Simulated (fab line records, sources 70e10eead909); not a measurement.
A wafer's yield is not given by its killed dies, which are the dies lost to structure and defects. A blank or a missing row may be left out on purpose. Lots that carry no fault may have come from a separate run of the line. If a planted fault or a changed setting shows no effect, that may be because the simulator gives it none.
fab line records    flow nandHarc
record lots=14  wafers=42  lastDay=33
route steps=1302 shown A_ZERO_WELL@404 A_SOURCE_PLATE@420 A_ONON_D1@428 A_CHANNEL_HOLE_D1@450
lots that met no fault: from a run of the same line without faults
startH: start of the lot's first displayed wafer, in hours after the record's first day    waitH: hours since the lot's step before    " identical to the entry in the row above    L1.1+2: a single row standing in for several wafers    - no value, or no start was given    * or withheld: withheld    < > ~ a bound
route shown NAME@n: a module of which the file shows steps, and the number in the route of the first    usual: mean/standard deviation taken from wafers without a fault    same: alike in all rows    chamber/n: place in a boat    sites: readings site by site    _std_site: their standard deviation    _edge_site: the outer-site mean with the inner-site mean subtracted    radiusMm: how far each site lies from the wafer's centre    mask NAME#n: copy n    behind: the last tool/chamber to shape the wafer    hold: why the lot went on hold/how many hours it stayed there/how the hold came to an end    device: names the non-switching transistor (n, p or np)    end of line: the route-end tests of the same wafers    a step given without rows: its recipe and nothing more    killed: not the wafer's yield, but the dies lost to structure and defects at the first sort    map: dies across one wafer; x = killed, . = not, _ = none there
set.NAME: setting as actually run; set.NAME@STEP: the setting as run at that earlier step    model.NAME: the simulator's own value behind a step, which no gauge read
steps of the route over a sample of lots; a table a step, a row a wafer
services: a tool's chamber out of use, with start hour (startH, from the record's first day; less than 0 if before it), hours out, and reason
## steps
# step NHARC_A_ZERO_WELL_ETCH_19
# recipe targetDepthA=800  overetchA=240  timeS=87.88  ionEnergyEv=200  n2FlowSccm=150  h2FlowSccm=150  arFlowSccm=0  rfW=400  biasW=150  chemistry=N2/H2
# usual biasW=150.0/0.44  drypumpMotorCurrentA=6.1/0.34  oesProductAu=0.996/0.013  rfFwdPowerW=396.8/1.4  rfVppV=430/3.1  showerheadPlenumPTorr=2.03/0.11  throttleValvePct=14.170/0.0093
lot.wafer  tool        chamber  startH  waitH  biasW  drypumpMotorCurrentA  oesProductAu  rfFwdPowerW  rfHoursCounterH  rfVppV  showerheadPlenumPTorr  throttleValvePct
L491.3     rieDiel-07  3        134.93  0.1    149.9  6.1                   0.983         399.2        2                426     1.92                   14.171
L491.2     "           2        "       "      149.4  5.9                   0.973         394.8        1                430     2.05                   14.168
L491.6     "           3        "       "      149.4  6.1                   0.988         398.4        -                427     1.92                   14.166
L492.2     rieDiel-11  0        147.77  0.1    150.2  5.9                   0.980         396.8        3                425     1.91                   14.188
L492.6     "           3        "       "      150.3  5.6                   1.012         396.6        -                434     2.15                   14.177
L492.5     "           0        "       "      150.4  5.9                   0.987         397.1        -                427     1.91                   14.178
L493.1     rieDiel-11  1        155.93  0.1    149.8  6.2                   0.989         396.3        3                428     1.96                   14.167
L493.3     "           0        "       "      150.3  5.9                   0.989         398.0        3                428     1.91                   14.155
L493.4     "           0        "       "      150.1  5.9                   0.986         396.1        -                426     1.91                   14.157
L496.2     rieDiel-04  0        188.44  0.1    150.1  6.0                   0.994         397.4        0                432     2.09                   14.184
L496.3     "           3        "       "      150.7  5.4                   1.036         398.1        0                429     1.95                   14.147
L496.6     "           0        "       "      150.1  6.0                   0.998         398.0        -                433     2.09                   14.158
L497.6     rieDiel-11  1        203.25  0.1    150.2  6.2                   1.001         397.7        -                429     1.96                   14.184
L497.5     "           2        "       "      150.1  6.5                   1.002         397.5        -                436     2.17                   14.178
L497.4     "           0        "       "      150.0  5.9                   0.986         396.3        -                428     1.91                   14.176
L498.2     rieDiel-11  0        210.29  0.1    150.7  5.9                   0.994         397.7        4                427     1.91                   14.184
L498.1     "           1        "       "      150.6  6.2                   1.011         396.0        4                428     1.96                   14.167
L498.6     "           0        "       "      150.2  5.9                   0.993         399.3        -                427     1.91                   14.186
L499.1     rieDiel-07  0        224.90  0.1    149.1  6.6                   0.998         398.6        22               427     1.96                   14.173
L499.4     "           1        "       "      150.2  5.5                   1.005         399.9        21               430     2.04                   14.165
L499.6     "           2        "       "      150.9  5.9                   0.987         395.4        -                431     2.05                   14.166
L500.4     rieDiel-11  1        237.11  0.1    150.2  6.2                   1.002         396.8        4                428     1.96                   14.175
L500.1     "           2        "       "      150.1  6.5                   1.015         396.0        4                433     2.17                   14.170
L500.6     "           0        "       "      149.8  5.9                   0.987         396.8        -                427     1.91                   14.184
L501.2     rieDiel-11  3        245.26  0.1    150.0  5.6                   0.994         397.2        4                433     2.15                   14.161
L501.1     "           0        "       "      149.5  5.9                   0.987         398.2        5                427     1.91                   14.178
L501.6     "           3        "       "      149.5  5.7                   1.001         396.6        -                433     2.15                   14.157
L502.1     rieDiel-11  3        253.67  0.1    150.6  5.7                   1.003         399.1        4                434     2.15                   14.184
L502.2     "           1        "       "      150.1  6.2                   1.016         396.2        5                428     1.96                   14.172
L502.6     "           2        "       "      150.5  6.5                   1.016         397.0        -                433     2.17                   14.190
L505.3     rieDiel-07  0        288.69  0.1    149.8  6.6                   0.991         395.4        32               430     1.96                   14.166
L505.1     "           2        "       "      148.7  5.9                   0.980         394.8        24               429     2.04                   14.159
L505.4     "           2        "       "      149.6  5.9                   0.982         394.1        -                431     2.04                   14.168
L504.3     rieDiel-07  0        289.09  0.1    149.6  6.6                   0.998         396.4        32               428     1.96                   14.174
L504.4     "           3        "       "      149.9  6.1                   0.998         398.1        -                426     1.91                   14.167
L504.5     "           0        "       "      149.9  6.6                   0.995         397.6        -                428     1.96                   14.171
L513.4     rieDiel-11  0        364.13  0.1    149.8  5.9                   0.981         397.2        3                426     1.91                   14.170
L513.6     "           0        "       "      150.3  5.9                   0.993         397.8        -                425     1.91                   14.167
L513.5     "           1        "       "      149.7  6.2                   1.010         396.7        -                429     1.95                   14.165
L514.3     rieDiel-07  2        372.70  0.1    149.6  5.9                   0.972         394.3        14               432     2.04                   14.178
L514.4     "           0        "       "      150.1  6.6                   0.991         397.4        15               428     1.96                   14.159
L514.5     "           3        "       "      149.6  6.1                   0.978         397.0        -                427     1.90                   14.177
# step NHARC_A_SOURCE_PLATE_THK_MEAS_06
# recipe thkMeasGauge=ellipsometry
# usual thkNm=200.0/2.1
lot.wafer  tool          chamber  startH  waitH  thkNm
L491.2     filmMetro-02  -        156.01  0.4    202.2
L491.3     "             -        "       "      202.0
L491.6     "             -        "       "      201.5
L492.2     filmMetro-02  -        171.89  0.4    194.0
L492.5     "             -        "       "      195.7
L492.6     "             -        "       "      197.0
L493.1     filmMetro-02  -        179.88  0.4    201.6
L493.3     "             -        "       "      200.3
L493.4     "             -        "       "      203.4
L496.2     filmMetro-02  -        210.54  0.4    199.9
L496.3     "             -        "       "      203.0
L496.6     "             -        "       "      203.4
L497.4     filmMetro-02  -        226.27  0.4    198.8
L497.5     "             -        "       "      202.8
L497.6     "             -        "       "      200.3
L498.1     filmMetro-02  -        231.30  0.4    199.2
L498.2     "             -        "       "      197.4
L498.6     "             -        "       "      201.2
L499.1     filmMetro-01  -        247.51  0.4    201.5
L499.4     "             -        "       "      200.6
L499.6     "             -        "       "      202.8
L500.1     filmMetro-01  -        258.07  0.4    197.5
L500.4     "             -        "       "      199.3
L500.6     "             -        "       "      199.4
L501.1     filmMetro-01  -        269.56  0.4    196.6
L501.2     "             -        "       "      196.3
L501.6     "             -        "       "      199.3
L502.1     filmMetro-01  -        274.86  0.4    203.2
L502.2     "             -        "       "      204.0
L502.6     "             -        "       "      202.5
L504.3     filmMetro-01  -        312.39  0.4    199.6
L504.4     "             -        "       "      198.0
L504.5     "             -        "       "      199.9
L505.1     filmMetro-02  -        312.39  0.4    199.9
L505.3     "             -        "       "      199.5
L505.4     "             -        "       "      196.6
L513.4     filmMetro-01  -        385.76  0.4    199.4
L513.5     "             -        "       "      200.6
L513.6     "             -        "       "      200.6
L514.3     filmMetro-02  -        396.44  0.4    200.9
L514.4     "             -        "       "      198.6
L514.5     "             -        "       "      199.9
# step NHARC_A_ONON_D1_DEP_06
# recipe targetThkA=10000  n2FlowSccm=2750  n2oFlowSccm=2000  nh3FlowSccm=500  sih4FlowSccm=210  tempC=400
lot.wafer   tool          chamber  startH  waitH
L491.2+3+6  pecvdOnon-04  0        157.32  0.1
L492.2+5+6  pecvdOnon-02  0        173.21  0.1
L493.1+3+4  pecvdOnon-01  0        181.14  0.1
L496.2+3+6  pecvdOnon-04  0        211.86  0.1
L497.4+5+6  pecvdOnon-01  0        227.71  0.2
L498.1+2+6  pecvdOnon-04  0        232.57  0.1
L499.1+4+6  pecvdOnon-01  0        248.77  0.1
L500.1+4+6  pecvdOnon-01  0        259.36  0.1
L501.1+2+6  pecvdOnon-04  0        270.83  0.1
L502.1+2+6  pecvdOnon-02  0        276.11  0.1
L504.3+4+5  pecvdOnon-02  0        313.76  0.2
L505.1+3+4  pecvdOnon-02  0        314.00  0.1
L513.4+5+6  pecvdOnon-04  0        387.19  0.2
L514.3+4+5  pecvdOnon-04  0        397.81  0.2
# step NHARC_A_ONON_D1_THK_MEAS_08
# recipe thkMeasGauge=ellipsometry
# usual thkNm=1003/10
lot.wafer  tool          chamber  startH  waitH  hold                     thkNm
L491.2     filmMetro-02  -        157.77  -      -                        992
L491.3     "             -        "       "      -                        995
L491.6     "             -        "       "      -                        993
L492.2     filmMetro-01  -        173.66  -      -                        1021
L492.5     "             -        "       "      -                        1019
L492.6     "             -        "       "      -                        1020
L493.1     filmMetro-01  -        181.67  -      -                        1000
L493.3     "             -        "       "      -                        1001
L493.4     "             -        "       "      -                        1002
L496.2     filmMetro-01  -        212.31  -      -                        1009
L496.3     "             -        "       "      -                        1007
L496.6     "             -        "       "      -                        1007
L497.4     filmMetro-02  -        228.05  -      -                        1004
L497.5     "             -        "       "      -                        1004
L497.6     "             -        "       "      -                        1005
L498.1     filmMetro-01  -        233.10  -      -                        1014
L498.2     "             -        "       "      -                        1012
L498.6     "             -        "       "      -                        1013
L499.1     filmMetro-01  -        249.28  -      -                        983
L499.4     "             -        "       "      -                        983
L499.6     "             -        "       "      -                        984
L500.1     filmMetro-01  -        259.87  -      -                        1005
L500.4     "             -        "       "      -                        1006
L500.6     "             -        "       "      -                        1006
L501.1     filmMetro-01  -        271.34  -      -                        1003
L501.2     "             -        "       "      -                        1004
L501.6     "             -        "       "      -                        1006
L502.1     filmMetro-02  -        276.62  -      -                        1025
L502.2     "             -        "       "      -                        1024
L502.6     "             -        "       "      -                        1025
L504.3     filmMetro-02  -        314.16  -      awaitDispo/0.2h/release  933
L504.4     "             -        "       "      awaitDispo/0.2h/release  935
L504.5     "             -        "       "      awaitDispo/0.2h/release  933
L504.3     filmMetro-02  -        314.33  0.2    -                        935
L504.4     "             -        "       "      -                        934
L504.5     "             -        "       "      -                        937
L505.1     filmMetro-02  -        314.51  -      awaitDispo/0.2h/release  932
L505.3     "             -        "       "      awaitDispo/0.2h/release  932
L505.4     "             -        "       "      awaitDispo/0.2h/release  932
L505.1     filmMetro-02  -        314.68  0.2    -                        933
L505.3     "             -        "       "      -                        932
L505.4     "             -        "       "      -                        932
L513.4     filmMetro-01  -        387.53  -      -                        1003
L513.5     "             -        "       "      -                        1003
L513.6     "             -        "       "      -                        1003
L514.3     filmMetro-02  -        398.20  -      -                        1012
L514.4     "             -        "       "      -                        1014
L514.5     "             -        "       "      -                        1012
# step NHARC_A_CHANNEL_HOLE_D1_DEP_00
# recipe targetThkA=31000  tempC=400  material=aC
# usual throttleValvePct=34.999/0.01
lot.wafer  tool       chamber  startH  waitH  throttleValvePct
L491.2     aclDep-02  0        176.20  2.3    34.997
L491.3     "          0        "       "      35.001
L491.6     "          0        "       "      34.993
L492.2     aclDep-03  0        185.93  0.4    34.992
L492.5     "          0        "       "      34.990
L492.6     "          0        "       "      35.019
L493.1     aclDep-02  0        196.87  0.1    34.996
L493.3     "          0        "       "      34.980
L493.4     "          0        "       "      34.991
L496.2     aclDep-01  0        225.66  0.4    34.985
L496.3     "          0        "       "      34.988
L496.6     "          0        "       "      35.012
L497.4     aclDep-01  0        243.21  3.1    34.982
L497.5     "          0        "       "      34.993
L497.6     "          0        "       "      35.004
L498.1     aclDep-01  0        244.80  0.1    34.994
L498.2     "          0        "       "      34.995
L498.6     "          0        246.38  1.7    34.995
L499.1     aclDep-03  0        263.92  2.8    34.997
L499.4     "          0        "       "      34.998
L499.6     "          0        "       "      35.024
L500.1     aclDep-02  0        274.03  0.1    34.996
L500.4     "          0        "       "      34.984
L500.6     "          0        "       "      35.007
L501.1     aclDep-02  0        283.86  0.1    34.990
L501.2     "          0        "       "      35.011
L501.6     "          0        285.46  1.7    35.004
L502.1     aclDep-03  0        290.59  1.3    35.012
L502.2     "          0        "       "      34.989
L502.6     "          0        292.17  2.9    35.003
L505.1     aclDep-01  0        326.38  0.1    35.012
L505.3     "          0        "       "      34.986
L505.4     "          0        "       "      35.003
L504.3     aclDep-02  0        326.91  0.7    35.003
L504.4     "          0        "       "      34.991
L504.5     "          0        "       "      34.990
L513.4     aclDep-03  0        403.70  4.2    34.996
L513.5     "          0        "       "      35.016
L513.6     "          0        "       "      34.991
L514.3     aclDep-02  0        415.62  1.0    35.008
L514.4     "          0        "       "      34.976
L514.5     "          0        "       "      35.006
## services
tool          chamber  startH  hours  kind
rieDiel-07    -        117.20  9.0    pm
aclDep-03     -        118.05  13.0   pm
rieDiel-07    2        128.31  4.4    repair
pecvdOnon-04  -        130.00  13.0   pm
rieDiel-07    2        141.95  7.5    repair
rieDiel-11    3        147.99  31.1   repair
pecvdOnon-02  -        185.00  13.0   pm
aclDep-01     -        191.76  13.0   pm
rieDiel-11    3        195.82  24.4   repair
rieDiel-07    2        207.97  4.9    repair
aclDep-02     -        244.92  13.0   pm
rieDiel-11    -        255.50  9.0    pm
pecvdOnon-01  -        269.50  13.0   pm
rieDiel-07    1        286.07  9.1    repair
aclDep-02     -        293.47  2.9    repair
rieDiel-07    -        294.20  9.0    pm
aclDep-03     -        301.70  13.0   pm
pecvdOnon-04  -        311.00  13.0   pm
rieDiel-07    3        333.76  4.4    repair
rieDiel-11    3        341.57  1.4    repair
pecvdOnon-02  -        366.17  13.0   pm
aclDep-01     -        374.46  13.0   pm
rieDiel-07    3        403.50  6.8    repair
rieDiel-11    2        409.93  19.0   repair
## key
firstSign step=NHARC_A_ONON_D1_THK_MEAS_08  reading=visit  direction=added
effect step=NHARC_A_ONON_D1_THK_MEAS_08  reading=thkNm  direction=down  sigmas=7  usual=1003  struck=933
metAt NHARC_A_ONON_D1_DEP_06
struckLots L504,L505
sortLeftOut L504.3,L504.4,L504.5,L505.1,L505.3,L505.4
testerLeftOut L504,L505
notActingAt NHARC_A_ZERO_WELL_ETCH_19,NHARC_A_SOURCE_PLATE_THK_MEAS_06,NHARC_A_CHANNEL_HOLE_D1_DEP_00
fault kind=processParameterDrift  tool=pecvdOnon-02  chamber=-  onsetH=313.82  steps=NHARC_A_ONON_D1_DEP_06  channel=targetThkA  offset=*  shape=step  endH=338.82  actsIn=*  stated=*
# testerLeftOut: of these lots the tester's yield and bins aren't shown, on N5 and GAA mostly nor the transistor test; their killed dies are dies lost to structure and defects alone, not to doping, threshold or leakage, so they don't give the yield
# sortLeftOut: the simulated sort isn't trusted on such a fault, so these wafers' sort isn't shown, and their yield isn't known
